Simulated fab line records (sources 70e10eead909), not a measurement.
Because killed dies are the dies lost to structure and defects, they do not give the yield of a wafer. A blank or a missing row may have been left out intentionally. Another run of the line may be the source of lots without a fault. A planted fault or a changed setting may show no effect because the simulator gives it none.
Chamber matching -- flow nand-harc -- NHARC_THIN_TSV_DEP_47 on pecvd-01 has 3 sister chambers
The step deposits SiO2, target thk 200 nm. 3 wafers are shown with their chamber, then 7 later ones without.

EACH WAFER AND ITS CHAMBER
wafer,chamber,throttle-valve-pct (%)
L778.2,0,16.2
L779.1,1,17.5
L779.4,2,16.4

WAFERS WHOSE CHAMBER IS MISSING
wafer,throttle-valve-pct (%)
L779.6,17.7
L791.2,16.2
L791.4,17.4
L791.6,15.8
L790.1,16.4
L790.2,17.5
L790.4,16.9

THE CHAMBER EACH PASSED THROUGH
wafer,from the rows above,in truth
L779.6,1,1
L791.2,can't be placed: 0 or 2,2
L791.4,1,1
L791.6,can't be placed: 0 or 2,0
L790.1,can't be placed: 2 or 0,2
L790.2,1,1
L790.4,can't be placed: 2 or 1 or 0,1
Correctly placed: 3 of 7. Cannot be placed on the basis of these rows: 4; the candidates contain the true chamber in 4. 0 placed wrongly.
How it was worked out, from the rows above alone: a wafer's distance from a chamber is the root of the sum, over the readings, of the square of ((its reading less the chamber's mean) divided by the reading's scatter). The wafer belongs to the nearest chamber; if the next one is less than 2 further off, it can't be placed. Each chamber's mean is taken over the wafers shown for it. The scatter: with one shown wafer a chamber, the root of the mean of the squares of how far each hidden wafer lies from its nearest shown one.
